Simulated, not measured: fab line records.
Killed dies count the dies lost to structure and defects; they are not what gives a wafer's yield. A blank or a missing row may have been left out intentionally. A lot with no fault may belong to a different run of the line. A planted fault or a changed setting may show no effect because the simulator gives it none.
Split-lot study + flow n5_finfet + 21 wafers read from 7 lots, route of 1938 steps

THE SPLIT
At N5_SDB_ALD_29 (deposits SiNx, target thk 30 nm, pulse time 1 s, ald cycles 600), the setting ald_cycles was moved away from the recipe's 600 on 3 of the 21 wafers read, by -13.2% to +7.7%. All remaining wafers had this setting at the recipe value.

The split's own step is where the reading is taken.

THE READING
SiNx_of_SDB_ALD_29.thk_nm (the simulator's own value, which no gauge read), in nm, at N5_SDB_ALD_29 (deposits SiNx, target thk 30 nm, pulse time 1 s, ald cycles 600). No usual value for it is given in the file. Across the 18 wafers here that went through the recipe, the average is 29.9 nm and the standard deviation 0.18 nm.

| wafer  | tool, chamber at the split | ald_cycles as run | against the recipe | SiNx_of_SDB_ALD_29.thk_nm, nm | against lot-mates on the recipe |
|--------|----------------------------|-------------------|--------------------|-------------------------------|---------------------------------|
| L088.3 | ald_sin-02, 1,3,0          | 600               | recipe             | 30                            | -                               |
| L088.5 | ald_sin-02, 1,3,0          | 600               | recipe             | 30                            | -                               |
| L088.6 | ald_sin-02, 1,3,0          | 600               | recipe             | 30                            | -                               |
| L089.2 | ald_sin-01, 0,1            | 521               | -13.2%             | 26.2                          | -4.0                            |
| L089.5 | ald_sin-01, 0,1            | 521               | -13.2%             | 26.2                          | -4.0                            |
| L089.6 | ald_sin-01, 0              | 600               | recipe             | 30.2                          | -                               |
| L090.4 | ald_sin-02, 0,2            | 600               | recipe             | 30                            | -                               |
| L090.6 | ald_sin-02, 0,2            | 600               | recipe             | 30                            | -                               |
| L090.5 | ald_sin-02, 1              | 600               | recipe             | 30.2                          | -                               |
| L091.3 | ald_sin-01, 3              | 600               | recipe             | 30                            | -                               |
| L091.4 | ald_sin-01, 0              | 646               | +7.7%              | 32.4                          | +2.5                            |
| L091.5 | ald_sin-01, 3              | 600               | recipe             | 29.8                          | -                               |
| L092.2 | ald_sin-01, 2              | 600               | recipe             | 29.6                          | -                               |
| L092.4 | ald_sin-01, 3,1            | 600               | recipe             | 29.8                          | -                               |
| L092.5 | ald_sin-01, 3,1            | 600               | recipe             | 29.8                          | -                               |
| L093.3 | ald_sin-01, 3              | 600               | recipe             | 29.6                          | -                               |
| L093.4 | ald_sin-01, 2              | 600               | recipe             | 29.8                          | -                               |
| L093.5 | ald_sin-01, 0              | 600               | recipe             | 30                            | -                               |
| L094.1 | ald_sin-01, 1,3            | 600               | recipe             | 30                            | -                               |
| L094.5 | ald_sin-01, 1,3            | 600               | recipe             | 30                            | -                               |
| L094.6 | ald_sin-01, 2              | 600               | recipe             | 29.6                          | -                               |
The file does not say which wafer passed through which chamber wherever a row lists several chambers: such a row stands for several wafers.

FIT RESULTS
A straight line over all 21 wafers: SiNx_of_SDB_ALD_29.thk_nm changes by +0.289 nm for each +1% of ald_cycles; r = +0.99; the points scatter about the line by 0.19 nm.
The same after taking each lot's own level away (the mean of its wafers on the recipe; 21 wafers): +0.308 nm for each +1%; r = +1.00; scatter 0.12 nm.
According to that fit, moving ald_cycles by its largest amount changes the reading by 4 nm.
The lots' own levels span 29.73 to 30.20 nm, that is 2.6 times the standard deviation above.
The two slopes agree, so the slope changes little with the lot-to-lot level.
Check: -4.07 nm against its lot-mates is what the line predicts for one of the wafers moved furthest among these (-13.2%) when that wafer is left out of the fit. It came out at -4 nm against them.

THE OTHER SPLITS THESE WAFERS WENT THROUGH
Note: prior to the reading, these wafers also went through further splits. Each is held against what the fit with the lots' levels taken away leaves over:
| other split on the same wafers | wafers away from the commonest value | r with SiNx_of_SDB_ALD_29.thk_nm (lot level and that fit taken away) |
|--------------------------------|--------------------------------------|----------------------------------------------------------------------|
| N5_SD_EPI_P_COAT_03 spin_rpm   | 3                                    | +0.27                                                                |

THE WHOLE CHAIN: every reading that the file lists as answering this split, in the file's order
| step                         | what it does                                                    | reading                                                                    | change (the file's fit)                                                            | r (the file's) |
|------------------------------|-----------------------------------------------------------------|----------------------------------------------------------------------------|------------------------------------------------------------------------------------|----------------|
| N5_SDB_ALD_29                | deposits SiNx, target thk 30 nm, pulse time 1 s, ald cycles 600 | SiNx_of_SDB_ALD_29.thk_nm (the simulator's own value, which no gauge read) | +0.309 nm for each +1% of the setting                                              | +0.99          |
| N5_DUMMY_REMOVAL_PRECLEAN_07 | cleans in dHF, time 30 s                                        | SiNx_of_SDB_ALD_29.thk_nm (the simulator's own value, which no gauge read) | not straight: 25.5 at the lowest setting, 29.11 at the recipe, 29.4 at the highest | not given      |

THE FILE'S OWN FIT
SiNx_of_SDB_ALD_29.thk_nm changes by +0.309 nm for each +1% of ald_cycles, r = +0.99.
